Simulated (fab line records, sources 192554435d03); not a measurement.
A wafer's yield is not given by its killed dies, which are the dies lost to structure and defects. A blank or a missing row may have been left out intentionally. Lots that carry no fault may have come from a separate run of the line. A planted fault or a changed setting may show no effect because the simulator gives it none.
fab line records -- flow n5_finfet
[record] lots = 5, wafers = 14, last_day = 19
route steps=1938 shown BEOL_M2@916 BEOL_M3@931 BEOL_M4@1111
lots that met no fault: from a run of the same line without faults
start_h: hours from the record's first day to the start of the lot's first wafer shown -- wait_h: hours since the lot's step before -- " repeats the value in the row above -- L1.1+2: a single row standing in for several wafers -- - either no value or no given start -- * or withheld: withheld -- < > ~ a bound
route shown NAME@n: NAME is a module with steps in the file, n the number in the route of the first one -- usual: mean/standard deviation of fault-free wafers -- same: alike in all rows -- chamber/n: place in a boat -- sites: readings site by site -- _std_site: the values' standard deviation -- _edge_site: outer sites' mean less inner sites' -- radius_mm: for every site, how far away it sits from the centre of the wafer -- mask NAME#n: copy n -- behind: the last tool/chamber to shape the wafer -- hold: why the lot went on hold/how many hours it stayed there/how the hold came to an end -- device: transistor that didn't switch, given as n, p or np -- end of line: tests of these same wafers at the route's end -- a step given without rows: its recipe and nothing more -- killed: the dies lost at the first sort to structure and to defects; this is not the yield of the wafer -- map: per-die view of a wafer (x killed, . not killed, _ where there is no die)
set.NAME: the setting the step ran with; set.NAME@STEP: the setting that earlier step ran with -- model.NAME: the simulator's own value behind a step, which no gauge read
lots at selected steps of the route; one table per step, one row per wafer
services: the hour from which a tool's chamber was out of use, counted from the record's first day as start_h (under 0 if before that day), plus the number of hours and why
[[steps]]
[step N5_BEOL_M2_SPUTTER_92]
[recipe] material = Cu, target_thk_a = 45, temp_c = -20, chamber_pressure_pa = 0.07, power_w = withheld, time_s = 8.29
[step N5_BEOL_M2_ANNEAL_93]
[recipe] temp_c = 400, time_s = 240, ambient = vacuum
[step N5_BEOL_M2_SPUTTER_94]
[recipe] material = Cu, target_thk_a = 45, temp_c = -20, chamber_pressure_pa = 0.07, power_w = withheld, time_s = 8.29
[step N5_BEOL_M2_ANNEAL_95]
[recipe] temp_c = 400, time_s = 240, ambient = vacuum
[step N5_BEOL_M2_SPUTTER_96]
[recipe] material = Cu, target_thk_a = 45, temp_c = -20, chamber_pressure_pa = 0.07, power_w = withheld, time_s = 8.29
[step N5_BEOL_M2_ECD_50]
[recipe] material = Cu, target_thk_a = 3000
[step N5_BEOL_M2_ANNEAL_51]
[recipe] temp_c = 225, time_s = 90, ambient = N2
[step N5_BEOL_M2_CMP_52]
[recipe] stop_on = SiOC, t_overpolish_s = 6.8, down_force_psi = 1, platen_rpm = 50, clearing_platen_down_force_psi = 1.5, clearing_platen_rpm = 50, post_cmp_clean = cu_alkaline, target_thk_nm = 40, clearing_platen_pad_velocity_m_s = 0.99484, pad_velocity_m_s = 0.99484
[step N5_BEOL_M2_THK_MEAS_53]
[recipe] thk_meas_gauge = xrf, reads = Cu_of_BEOL_M2_ECD_50
[usual] M2_THK = 39.7/1.3
lot.wafer,tool,chamber,start_h,wait_h,M2_THK[nm]
L375.3,film_metro-02,-,163.75,-,39.1
L375.5,film_metro-02,-,163.75,-,39.7
L375.6,film_metro-02,-,163.75,-,38.5
L384.1,film_metro-02,-,215.27,-,40.8
L384.5,film_metro-02,-,215.27,-,39.9
L389.1,film_metro-02,-,261.77,-,40.0
L389.4,film_metro-02,-,261.77,-,42.5
L389.5,film_metro-02,-,261.77,-,41.5
L393.4,film_metro-01,-,291.80,-,40.4
L393.5,film_metro-01,-,291.80,-,39.4
L393.6,film_metro-01,-,291.80,-,38.3
L394.1,film_metro-01,-,304.44,-,39.3
L394.2,film_metro-01,-,304.44,-,41.2
L394.3,film_metro-01,-,304.44,-,42.0
[step N5_BEOL_M2_PRE_CLEAN_60]
[recipe] gas = NH3/H2, time_s = 15, temp_c = *, rf_power_w = 300
[usual] heater_power_w = 78/39
lot.wafer,tool,chamber,start_h,wait_h,heater_power_w
L375.3,cvd_co-01,2,163.81,0.1,50
L375.5,cvd_co-01,2,163.81,0.1,50
L375.6,cvd_co-01,1,163.81,0.1,40
L384.1,cvd_co-01,2,215.30,0.0,50
L384.5,cvd_co-01,0,215.30,0.0,144
L389.1,cvd_co-01,0,261.81,0.0,146
L389.4,cvd_co-01,1,261.81,0.0,40
L389.5,cvd_co-01,0,261.81,0.0,145
L393.4,cvd_co-02,2,291.85,0.1,62
L393.5,cvd_co-02,0,291.85,0.1,71
L393.6,cvd_co-02,1,291.85,0.1,105
L394.1,cvd_co-01,1,304.48,0.0,41
L394.2,cvd_co-01,0,304.48,0.0,145
L394.3,cvd_co-01,2,304.48,0.0,54
[step N5_BEOL_M2_CO_CAP_55]
[recipe] material = Co, target_thk_a = 20, temp_c = 200, precursor = CCTBA/H2, pressure_torr = 30, time_s = 102.1
[step N5_BEOL_M2_PRE_CLEAN_56]
[recipe] gas = NH3, time_s = 15, temp_c = withheld, rf_power_w = 300
[step N5_BEOL_M2_DEP_57]
[recipe] material = SiCN, target_thk_a = 80, temp_c = withheld, precursor = 3MS/NH3, pressure_torr = 3, rf_w = 202, time_s = 14
[usual] showerhead_plenum_p_Torr = 3.662/0.016, throttle_valve_pct = 9.2/0.49
lot.wafer,tool,chamber,start_h,wait_h,showerhead_plenum_p_Torr,throttle_valve_pct,model.SiCN_of_BEOL_M2_DEP_57.thk_nm
L375.3,pecvd-04,1,164.00,0.0,3.667,8.6,7.8
L375.5,pecvd-04,0,164.00,0.0,3.678,9.9,8
L375.6,pecvd-04,2,164.00,0.0,3.657,8.5,8
L384.1,pecvd-03,1,215.47,0.0,3.651,9.2,12.8
L384.5,pecvd-03,0,215.47,0.0,3.636,8.8,7.8
L389.1,pecvd-04,2,261.96,0.0,3.658,8.7,7.8
L389.4,pecvd-04,2,261.96,0.0,3.658,8.7,8
L389.5,pecvd-04,1,261.96,0.0,3.666,8.6,8
L393.4,pecvd-02,0,292.01,0.0,3.646,9.2,8
L393.5,pecvd-02,1,292.01,0.0,3.683,9.8,8.2
L393.6,pecvd-02,2,292.01,0.0,3.675,8.5,8.2
L394.1,pecvd-03,2,304.64,0.0,3.645,8.9,8
L394.2,pecvd-03,1,304.64,0.0,3.646,9.1,7.8
L394.3,pecvd-03,0,304.64,0.0,3.634,9.1,8
[step N5_BEOL_M2_RS_MEAS_58]
[recipe] thk_meas_gauge = four-point-probe, reads = Co_of_BEOL_M2_CO_CAP_55+Cu_of_BEOL_M2_ECD_50+Co_of_BEOL_M2_CVD_47+TaN_of_BEOL_M2_ALD_84
[usual] M2_RS = 0.666/0.026
lot.wafer,tool,chamber,start_h,wait_h,M2_RS[ohm/sq]
L375.3,film_metro-01,-,164.07,0.1,0.680
L375.5,film_metro-01,-,164.07,0.1,0.666
L375.6,film_metro-01,-,164.07,0.1,0.686
L384.1,film_metro-02,-,215.56,0.1,0.645
L384.5,film_metro-02,-,215.56,0.1,0.662
L389.1,film_metro-02,-,262.03,0.0,0.656
L389.4,film_metro-02,-,262.03,0.0,0.609
L389.5,film_metro-02,-,262.03,0.0,0.625
L393.4,film_metro-01,-,292.06,0.0,0.646
L393.5,film_metro-01,-,292.06,0.0,0.667
L393.6,film_metro-01,-,292.06,0.0,0.695
L394.1,film_metro-01,-,304.71,0.1,0.680
L394.2,film_metro-01,-,304.71,0.1,0.637
L394.3,film_metro-01,-,304.71,0.1,0.623
[step N5_BEOL_M2_INSPECT_59]
[recipe] inspect_instrument = darkfield, mode = post_dep
[usual] raw_defect_count = 68/20
lot.wafer,tool,chamber,start_h,wait_h,raw_defect_count
L375.3,defect_inspect-02,-,164.09,0.0,72
L375.5,defect_inspect-02,-,164.09,0.0,39
L375.6,defect_inspect-02,-,164.09,0.0,93
L384.1,defect_inspect-02,-,215.58,0.0,56
L384.5,defect_inspect-02,-,215.58,0.0,73
L389.1,defect_inspect-01,-,262.05,0.0,41
L389.4,defect_inspect-01,-,262.05,0.0,67
L389.5,defect_inspect-01,-,262.05,0.0,101
L393.4,defect_inspect-02,-,292.09,0.0,70
L393.5,defect_inspect-02,-,292.09,0.0,53
L393.6,defect_inspect-02,-,292.09,0.0,79
L394.1,defect_inspect-01,-,304.73,0.0,61
L394.2,defect_inspect-01,-,304.73,0.0,78
L394.3,defect_inspect-01,-,304.73,0.0,81
[step N5_BEOL_M3_ILD_DEP_00]
[recipe] material = SiOC, target_thk_a = 790, temp_c = 350, precursor = DEMS/O2, pressure_torr = 5, rf_w = 500, time_s = 15.3
[step N5_BEOL_M3_THK_MEAS_01]
[recipe] reads = SiOC_of_BEOL_M3_ILD_DEP_00
[usual] M3_ILD_THK = 78.7/0.85
lot.wafer,tool,chamber,start_h,wait_h,M3_ILD_THK[nm]
L375.3,film_metro-02,-,164.20,0.1,77.9
L375.5,film_metro-02,-,164.20,0.1,79.4
L375.6,film_metro-02,-,164.20,0.1,79.0
L384.1,film_metro-02,-,215.69,0.0,78.1
L384.5,film_metro-02,-,215.69,0.0,79.2
L389.1,film_metro-01,-,262.16,0.0,80.0
L389.4,film_metro-01,-,262.16,0.0,80.5
L389.5,film_metro-01,-,262.16,0.0,79.6
L393.4,film_metro-02,-,292.21,0.1,80.0
L393.5,film_metro-02,-,292.21,0.1,80.4
L393.6,film_metro-02,-,292.21,0.1,80.1
L394.1,film_metro-02,-,304.84,0.0,79.2
L394.2,film_metro-02,-,304.84,0.0,78.4
L394.3,film_metro-02,-,304.84,0.0,78.0
[step N5_BEOL_M3_PECVD_72]
[recipe] material = SiO2, target_thk_a = 160, temp_c = 400, precursor = TEOS/O2, pressure_torr = 5.5, rf_w = 450, teos_flow_sccm = 53.8, gas = O2, flow_sccm = 3000, time_s = 18
[step N5_BEOL_M3_HM_DEP_02]
[recipe] material = TiN, target_thk_a = 200, temp_c = 25, chamber_pressure_pa = 0.49996
[usual] throttle_valve_pct = 30.0/1.1
lot.wafer,tool,chamber,start_h,wait_h,throttle_valve_pct
L375.3,pvd_sputter-02,-,165.70,1.5,30.2
L375.5,pvd_sputter-02,-,165.70,1.5,31.5
L375.6,pvd_sputter-02,-,165.70,1.5,30.2
L384.1,pvd_sputter-02,-,215.80,0.1,28.5
L384.5,pvd_sputter-02,-,215.80,0.1,30.0
L389.1,pvd_sputter-01,-,262.62,0.4,30.3
L389.4,pvd_sputter-01,-,262.62,0.4,28.2
L389.5,pvd_sputter-01,-,262.62,0.4,29.8
L393.4,pvd_sputter-03,-,293.00,0.7,29.0
L393.5,pvd_sputter-03,-,293.00,0.7,32.3
L393.6,pvd_sputter-03,-,293.00,0.7,29.1
L394.1,pvd_sputter-02,-,304.93,0.0,30.4
L394.2,pvd_sputter-02,-,304.93,0.0,30.2
L394.3,pvd_sputter-02,-,304.93,0.0,28.5
[step N5_BEOL_M3_COAT_61]
[recipe] resist = SOC, temp_c = 250, time_s = 60, spin_rpm = 1500, resist_thk_nm = 60
[step N5_BEOL_M3_COAT_62]
[recipe] resist = SiARC, temp_c = 220, time_s = 60, spin_rpm = 1500, resist_thk_nm = 12
[step N5_BEOL_M3_COAT_73]
[recipe] resist = underlayer, temp_c = 205, time_s = 60, spin_rpm = 1500, resist_thk_nm = 5
[step N5_BEOL_M3_COAT_05]
[recipe] resist = CAR-EUV, spin_rpm = 1500, resist_thk_nm = 30
[step N5_BEOL_M3_EBR_07]
[recipe] solvent = PGMEA, ebr_width_mm = 1.5
[step N5_BEOL_M3_SOFTBAKE_06]
[recipe] temp_c = 110, time_s = 60, resist = CAR-EUV
[step N5_BEOL_M3_EXPOSE_08]
[recipe] mask_id = M3, na = 0.33, source_shape = dipole, sigma_inner = 0.369, sigma_outer = 0.767, polarization = unpolarized, dose_mj = 33
[step N5_BEOL_M3_PEB_09]
[recipe] peb_temp_c = 100, peb_time_s = 60, resist = CAR-EUV
[step N5_BEOL_M3_DEVELOP_10]
[recipe] develop_time_s = 30, developer = TMAH, resist = CAR-EUV, rinse_liquid = surfactant_rinse, dry = air_spin, dev_temp_c = 23
[step N5_BEOL_M3_CD_MEAS_11]
[recipe] target_cd_nm = 17.05, landing_energy_ev = 500, detector = se_inlens, polarity = opening
[usual] cd_nm = 17.11/0.23
lot.wafer,tool,chamber,start_h,wait_h,cd_nm
L375.3,cd_sem-02,0,166.09,-,17.00
L375.5,cd_sem-02,0,166.09,-,17.16
L375.6,cd_sem-02,0,166.09,-,17.56
L384.1,cd_sem-02,0,216.19,-,17.15
L384.5,cd_sem-02,0,216.19,-,17.12
L389.1,cd_sem-02,0,263.13,-,17.37
L389.4,cd_sem-02,0,263.13,-,17.30
L389.5,cd_sem-02,0,263.13,-,17.30
L393.4,cd_sem-02,0,293.41,-,17.28
L393.5,cd_sem-02,0,293.41,-,17.43
L393.6,cd_sem-02,0,293.41,-,17.16
L394.1,cd_sem-01,0,305.45,-,16.93
L394.2,cd_sem-01,0,305.45,-,16.95
L394.3,cd_sem-01,0,305.45,-,17.12
[step N5_BEOL_M3_OVL_MEAS_12]
[recipe] points_per_wafer = 522
[usual] M3_OVL = 0.0/0.66
[same] points_per_wafer = 522
lot.wafer,tool,chamber,start_h,wait_h,M3_OVL[nm]
L375.3,overlay-02,0,166.13,0.0,-0.9
L375.5,overlay-02,0,166.13,0.0,-0.4
L375.6,overlay-02,0,166.13,0.0,-0.1
L384.1,overlay-02,0,216.22,0.0,-0.5
L384.5,overlay-02,0,216.22,0.0,0.0
L389.1,overlay-01,0,263.16,0.0,0.2
L389.4,overlay-01,0,263.16,0.0,-1.0
L389.5,overlay-01,0,263.16,0.0,-1.1
L393.4,overlay-01,0,293.46,0.0,0.2
L393.5,overlay-01,0,293.46,0.0,0.6
L393.6,overlay-01,0,293.46,0.0,0.6
L394.1,overlay-02,0,305.49,0.0,0.6
L394.2,overlay-02,0,305.49,0.0,0.8
L394.3,overlay-02,0,305.49,0.0,0.9
[step N5_BEOL_M3_INSPECT_13]
[recipe] mode = adi, inspect_instrument = brightfield
[usual] raw_defect_count = 400/97
lot.wafer,tool,chamber,start_h,wait_h,raw_defect_count
L375.3,defect_inspect-01,-,166.18,0.0,519
L375.5,defect_inspect-01,-,166.18,0.0,486
L375.6,defect_inspect-01,-,166.18,0.0,566
L384.1,defect_inspect-01,-,216.28,0.1,292
L384.5,defect_inspect-01,-,216.28,0.1,351
L389.1,defect_inspect-01,-,263.22,0.1,369
L389.4,defect_inspect-01,-,263.22,0.1,512
L389.5,defect_inspect-01,-,263.22,0.1,573
L393.4,defect_inspect-02,-,293.50,0.0,250
L393.5,defect_inspect-02,-,293.50,0.0,222
L393.6,defect_inspect-02,-,293.50,0.0,243
L394.1,defect_inspect-01,-,305.54,0.1,478
L394.2,defect_inspect-01,-,305.54,0.1,458
L394.3,defect_inspect-01,-,305.54,0.1,280
[step N5_BEOL_M3_DESCUM_16]
[recipe] chemistry = O2, time_s = 7, source_power_w = 50, bias_power_w = 20, pressure_mtorr = 20, rf_frequency_hz = 2.712e+07, temp_c = 40, resist = CAR-EUV, o2_flow_sccm = 225
[step N5_BEOL_M3_ETCH_74]
[recipe] chemistry = N2/H2, target = underlayer, target_depth_a = 65, mask_material = CAR-EUV, time_s = 5.2, ion_energy_ev = 200, pressure_mtorr = 30, source_w = 840, bias_w = 150, n2_flow_sccm = 200, h2_flow_sccm = 200, ends = cleared
[step N5_BEOL_M3_ETCH_63]
[recipe] chemistry = CF4, target = SiARC, target_depth_a = 156, mask_material = CAR-EUV, time_s = 26, ion_energy_ev = 80, pressure_mtorr = 40, source_w = 545, bias_w = 36, Ar_flow_sccm = 100, cf4_flow_sccm = 100, ends = cleared
[usual] drypump_motor_current_A = 5.6/0.44, etch_rf_on_time_s = 26.1/0.41, mfc_ar_sccm = 100.0/0.33, oes_product_au = 0.70/0.077, rf_vpp_V = 184.1/1.3, showerhead_plenum_p_Torr = 2.16/0.073, throttle_valve_pct = 15.61/0.25
lot.wafer,tool,chamber,start_h,wait_h,drypump_motor_current_A,etch_rf_on_time_s,mfc_ar_sccm,oes_product_au,rf_hours_counter_h,rf_vpp_V,showerhead_plenum_p_Torr,throttle_valve_pct
L375.3,rie_diel-06,1,166.27,0.0,5.6,26.0,99.8,0.60,209,185.4,2.21,16.02
L375.5,rie_diel-06,0,166.27,0.0,5.2,25.1,99.7,0.84,-,184.4,2.11,15.36
L375.6,rie_diel-06,3,166.27,0.0,5.4,25.9,99.9,0.60,-,183.2,2.13,15.90
L384.1,rie_diel-02,3,216.36,0.0,5.8,25.9,100.2,0.66,97,183.7,2.08,15.95
L384.5,rie_diel-02,3,216.36,0.0,5.8,25.6,100.2,0.67,-,184.1,2.08,15.95
L389.1,rie_diel-03,2,263.31,0.0,5.3,26.2,100.1,0.81,9,185.2,2.27,15.41
L389.4,rie_diel-03,0,263.31,0.0,4.8,26.8,100.4,0.68,-,183.3,2.10,15.45
L389.5,rie_diel-03,3,263.31,0.0,5.5,26.7,99.6,0.73,-,185.7,2.26,15.40
L393.4,rie_diel-02,0,293.64,0.0,5.6,25.8,100.2,0.74,57,182.5,2.09,15.47
L393.5,rie_diel-02,2,293.64,0.0,6.0,25.7,99.9,0.61,-,185.8,2.22,15.79
L393.6,rie_diel-02,3,293.64,0.0,5.8,25.7,100.6,0.65,-,183.0,2.07,16.01
L394.1,rie_diel-03,3,305.63,0.0,5.5,26.4,100.1,0.71,57,185.0,2.26,15.45
L394.2,rie_diel-03,2,305.63,0.0,5.3,25.9,100.0,0.78,24,186.4,2.26,15.44
L394.3,rie_diel-03,0,305.63,0.0,4.7,26.6,100.1,0.67,83,183.8,2.09,15.48
[step N5_BEOL_M3_ETCH_64]
[recipe] chemistry = N2/H2, target = SOC, target_depth_a = 750, overetch_a = 150, mask_material = SiARC, temp_c = 40, time_s = 112.5, ion_energy_ev = 200, pressure_mtorr = 30, source_w = 840, bias_w = 150, n2_flow_sccm = 200, h2_flow_sccm = 200
[usual] drypump_motor_current_A = 5.6/0.44, oes_product_au = 0.65/0.07, rf_vpp_V = 524.3/2.7, showerhead_plenum_p_Torr = 2.56/0.093, throttle_valve_pct = 17.80/0.24
lot.wafer,tool,chamber,start_h,wait_h,drypump_motor_current_A,oes_product_au,rf_hours_counter_h,rf_vpp_V,showerhead_plenum_p_Torr,throttle_valve_pct
L375.3,rie_diel-06,1,166.29,0.0,5.6,0.56,209,526.4,2.63,18.22
L375.5,rie_diel-06,0,166.29,0.0,5.2,0.76,-,521.3,2.49,17.55
L375.6,rie_diel-06,3,166.29,0.0,5.5,0.55,-,521.8,2.53,18.09
L384.1,rie_diel-02,3,216.39,0.0,5.8,0.62,97,519.9,2.47,18.12
L384.5,rie_diel-02,3,216.39,0.0,5.8,0.62,-,520.8,2.47,18.13
L389.1,rie_diel-03,2,263.33,0.0,5.3,0.75,9,528.7,2.71,17.68
L389.4,rie_diel-03,0,263.33,0.0,4.7,0.65,-,522.2,2.47,17.56
L389.5,rie_diel-03,3,263.33,0.0,5.5,0.69,-,527.5,2.70,17.63
L393.4,rie_diel-02,0,293.66,0.0,5.6,0.68,57,522.6,2.47,17.66
L393.5,rie_diel-02,2,293.66,0.0,6.0,0.58,-,524.3,2.62,17.89
L393.6,rie_diel-02,3,293.66,0.0,5.8,0.60,-,520.8,2.45,18.17
L394.1,rie_diel-03,3,305.66,0.0,5.5,0.68,57,528.6,2.70,17.67
L394.2,rie_diel-03,2,305.66,0.0,5.3,0.72,24,528.9,2.70,17.71
L394.3,rie_diel-03,0,305.66,0.0,4.7,0.63,83,521.5,2.47,17.58
[step N5_BEOL_M3_STRIP_65]
[recipe] chemistry = N2/H2, temp_c = 40, n2_flow_sccm = 200, h2_flow_sccm = 200, rf_frequency_hz = 6e+07
[step N5_BEOL_M3_STRIP_75]
[recipe] chemistry = N2/H2, temp_c = 40, n2_flow_sccm = 200, h2_flow_sccm = 200, rf_frequency_hz = 6e+07
[step N5_BEOL_M3_STRIP_66]
[recipe] chemistry = CF4, resist = SiARC, power_w = 300, bias_power_w = 75, pressure_mtorr = 50, cf4_flow_sccm = 150, rf_frequency_hz = 6e+07
[step N5_BEOL_M3_HM_OPEN_17]
[recipe] chemistry = Cl2/BCl3, target_depth_a = 200, overetch_a = 60, target = TiN, mask_material = SOC, ion_energy_ev = 150, pressure_mtorr = 10, icp_w = 1000, bias_w = 126, Cl2_flow_sccm = 53.25, bcl3_flow_sccm = 21.75, Ar_flow_sccm = 25
[step N5_BEOL_M3_STRIP_19]
[recipe] chemistry = O2, power_w = 400, temp_c = 40, pressure_mtorr = 30, rf_frequency_hz = 6e+07, bias_power_w = 0, overash_fraction = 0.2, o2_flow_sccm = 225
[usual] drypump_motor_current_A = 5.6/0.47, oes_product_au = 0.82/0.087, rf_vpp_V = 3.6/0.5, showerhead_plenum_p_Torr = 2.12/0.085, throttle_valve_pct = 16.65/0.21
[same] bias_power_w = 0, overash_fraction = 0.2
lot.wafer,tool,chamber,start_h,wait_h,drypump_motor_current_A,oes_product_au,rf_hours_counter_h,rf_vpp_V,showerhead_plenum_p_Torr,throttle_valve_pct
L375.3,rie_diel-03,0,166.57,0.1,4.7,0.85,38,3.6,2.05,16.44
L375.5,rie_diel-03,2,166.57,0.1,5.4,0.71,-,3.5,1.98,16.92
L375.6,rie_diel-03,1,166.57,0.1,6.0,0.72,-,3.7,2.16,16.80
L384.1,rie_diel-03,0,216.67,0.1,4.8,0.82,50,3.7,2.05,16.46
L384.5,rie_diel-03,3,216.67,0.1,5.5,0.91,-,4.0,2.24,16.47
L389.1,rie_diel-03,0,263.70,0.2,4.8,0.81,69,4.0,2.04,16.49
L389.4,rie_diel-03,0,263.70,0.2,4.8,0.80,-,3.1,2.04,16.48
L389.5,rie_diel-03,2,263.70,0.2,5.3,0.95,-,2.8,2.24,16.54
L393.4,rie_diel-03,3,293.96,0.1,5.5,0.85,-,3.1,2.22,16.52
L393.5,rie_diel-03,2,293.96,0.1,5.3,0.91,-,4.3,2.23,16.57
L393.6,rie_diel-03,0,293.96,0.1,4.8,0.79,-,2.8,2.04,16.53
L394.1,rie_diel-06,3,305.97,0.1,5.4,0.67,234,3.8,2.06,16.95
L394.2,rie_diel-06,2,305.97,0.1,6.4,0.72,190,2.6,2.00,16.60
L394.3,rie_diel-06,1,305.97,0.1,5.6,0.68,244,2.8,2.16,17.16
[step N5_BEOL_M3_CD_MEAS_18]
[recipe] pitch_nm = 36, target_cd_nm = 18
[usual] cd_nm = 18.1/0.3
lot.wafer,tool,chamber,start_h,wait_h,cd_nm
L375.3,cd_sem-03,-,166.65,0.1,17.8
L375.5,cd_sem-03,-,166.65,0.1,18.0
L375.6,cd_sem-03,-,166.65,0.1,18.4
L384.1,cd_sem-03,-,216.74,0.0,17.9
L384.5,cd_sem-03,-,216.74,0.0,18.0
L389.1,cd_sem-03,-,263.77,0.0,18.0
L389.4,cd_sem-03,-,263.77,0.0,18.0
L389.5,cd_sem-03,-,263.77,0.0,17.6
L393.4,cd_sem-03,-,294.02,0.0,18.4
L393.5,cd_sem-03,-,294.02,0.0,18.4
L393.6,cd_sem-03,-,294.02,0.0,18.3
L394.1,cd_sem-02,-,306.04,0.0,17.7
L394.2,cd_sem-02,-,306.04,0.0,17.5
L394.3,cd_sem-02,-,306.04,0.0,18.5
[step N5_BEOL_M3_COAT_67]
[recipe] resist = SOC, temp_c = 250, time_s = 60, spin_rpm = 1500, resist_thk_nm = 60
[step N5_BEOL_M3_CMP_52]
[recipe] stop_on = SiOC, t_overpolish_s = 6.8, down_force_psi = 1, platen_rpm = 50, clearing_platen_down_force_psi = 1.5, clearing_platen_rpm = 50, post_cmp_clean = cu_alkaline, target_thk_nm = 40, clearing_platen_pad_velocity_m_s = 0.99484, pad_velocity_m_s = 0.99484
[usual] barrier_field_endpoint_s = 24.7/0.57, motor_current_A = 5.8/0.62, overpolish_run_s = 6.799/0.008, time_to_endpoint_s = 62.2/2.7
lot.wafer,tool,chamber,start_h,wait_h,barrier_field_endpoint_s,motor_current_A,overpolish_run_s,time_to_endpoint_s,model.Cu_of_BEOL_M3_ECD_50.thk_nm
L375.3,cmp-04,3,180.86,0.2,23.7,6.2,6.793,64.4,39.6
L375.5,cmp-04,2,180.86,0.2,24.0,6.1,6.786,64.0,40.2
L375.6,cmp-04,3,180.86,0.2,24.3,6.7,6.801,65.9,39
L384.1,cmp-01,0,228.16,0.3,24.6,4.8,6.801,65.9,42.2
L384.5,cmp-01,0,228.16,0.3,24.6,4.6,6.803,62.9,37.8
L389.4,cmp-01,2,285.78,0.1,24.5,5.1,6.800,59.0,40
L389.1,cmp-01,1,285.78,0.1,24.6,6.4,6.785,60.9,39
L389.5,cmp-01,2,285.78,0.1,24.7,5.4,6.803,59.1,38.8
L393.4,cmp-01,1,303.06,0.2,24.7,6.5,6.778,61.0,40.6
L393.6,cmp-01,0,303.06,0.2,24.4,4.9,6.802,57.2,41.8
L393.5,cmp-01,1,303.06,0.2,24.7,6.4,6.785,59.3,42
L394.1,cmp-04,3,323.05,0.3,24.0,6.3,6.797,56.5,39.6
L394.3,cmp-04,0,323.05,0.3,23.6,7.1,6.798,58.5,38
L394.2,cmp-04,1,323.05,0.3,23.9,5.2,6.814,59.4,38.4
[step N5_BEOL_M4_RC_MEAS_101]
[usual] DIBL_N = 36.6/1.3, DIBL_P = 36.4/1.4, IOFF_N = 0.167/0.023, IOFF_P = 0.219/0.029, ION_N = 678/8.7, ION_P = 464/6.4, SS_N = 71.5/0.53, SS_P = 73.4/0.57, VT_N = 248.5/2.8, VT_P = -249/3.1
lot.wafer,tool,chamber,start_h,wait_h,DIBL_N[mV/V],DIBL_P[mV/V],IOFF_N[nA/um],IOFF_P[nA/um],ION_N[uA/um],ION_P[uA/um],SS_N[mV/dec],SS_P[mV/dec],VT_N[mV],VT_P[mV]
L375.3,prober-02,0,196.53,0.3,35.5,35.3,0.147,0.207,677,467,70.4,73.4,250.7,-252
L375.5,prober-02,0,196.53,0.3,36.6,35.2,0.159,0.198,677,464,71.5,73.2,251.4,-249
L375.6,prober-02,0,196.53,0.3,34.8,33.9,0.130,0.189,663,459,71.2,73.2,253.6,-248
L384.1,prober-01,0,254.70,0.0,33.7,34.7,0.145,0.229,679,470,71.3,72.7,250.3,-244
L384.5,prober-01,0,254.70,0.0,35.5,36.4,0.177,0.247,688,469,71.3,73.7,247.6,-245
L389.1,prober-01,0,317.01,0.0,37.2,37.2,0.163,0.187,680,456,72.4,73.7,249.8,-254
L389.4,prober-01,0,317.01,0.0,37.2,35.9,0.156,0.166,675,453,71.6,73.3,249.5,-256
L389.5,prober-01,0,317.01,0.0,35.4,35.4,0.139,0.165,676,454,71.5,72.6,250.3,-256
L393.4,prober-01,0,334.99,0.5,36.9,35.3,0.148,0.176,676,458,71.3,73.2,249.4,-254
L393.5,prober-01,0,334.99,0.5,37.7,36.3,0.158,0.191,680,457,71.2,73.0,250.6,-251
L393.6,prober-01,0,334.99,0.5,37.2,35.9,0.148,0.179,669,458,71.5,73.4,251.7,-255
L394.1,prober-01,0,351.14,0.0,36.9,37.9,0.164,0.231,674,467,71.6,74.1,251.0,-249
L394.2,prober-01,0,351.14,0.0,36.5,37.0,0.149,0.200,676,457,71.7,72.9,249.8,-253
L394.3,prober-01,0,351.14,0.0,37.9,39.8,0.187,0.257,683,471,72.1,73.3,247.3,-248
[[services]]
tool,chamber,start_h,hours,kind
cmp-01,-,141.80,2.4,repair
rie_diel-03,1,145.19,1.6,repair
rie_diel-06,-,158.33,2.8,pm
cvd_co-01,0,162.33,9.3,repair
rie_diel-06,2,163.27,9.2,repair
rie_diel-03,-,177.21,0.8,repair
cmp-04,-,182.94,5.0,pm
cvd_co-02,-,183.14,0.6,repair
pecvd-03,-,208.55,0.7,repair
rie_diel-02,2,214.00,6.4,repair
pecvd-03,2,214.61,14.7,repair
cvd_co-01,-,218.09,2.8,repair
rie_diel-02,1,219.30,40.8,repair
rie_diel-03,2,225.34,-,clean
rie_diel-03,2,225.34,-,consumable_replace:focus_ring
cvd_co-01,-,232.07,6.9,pm
cmp-01,-,244.45,9.3,pm
rie_diel-06,3,252.54,2.8,repair
rie_diel-03,1,260.48,6.6,repair
cmp-01,-,262.96,1.1,repair
pvd_sputter-02,-,265.13,12.8,repair
cmp-04,-,267.99,4.0,pm
pecvd-02,-,309.13,1.0,repair
rie_diel-03,3,318.68,3.2,repair
[[key]]
first_sign none at tools or gauges
[model_effect] step = N5_BEOL_M2_DEP_57, value = SiCN_of_BEOL_M2_DEP_57.thk_nm, without = 8, struck = 12.8
[model_effect] step = N5_BEOL_M3_CMP_52, value = Cu_of_BEOL_M3_ECD_50.thk_nm, without = 37.4, struck = 42.2
met_at N5_BEOL_M2_DEP_57
struck_wafers L384.1
[fault] kind = process_parameter_drift, tool = pecvd-03, chamber = -, onset_h = 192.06, steps = N5_BEOL_M2_DEP_57, channel = time_s, offset = *, shape = step, end_h = 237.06, scope = struck_wafers_only, acts_in = *, stated = *
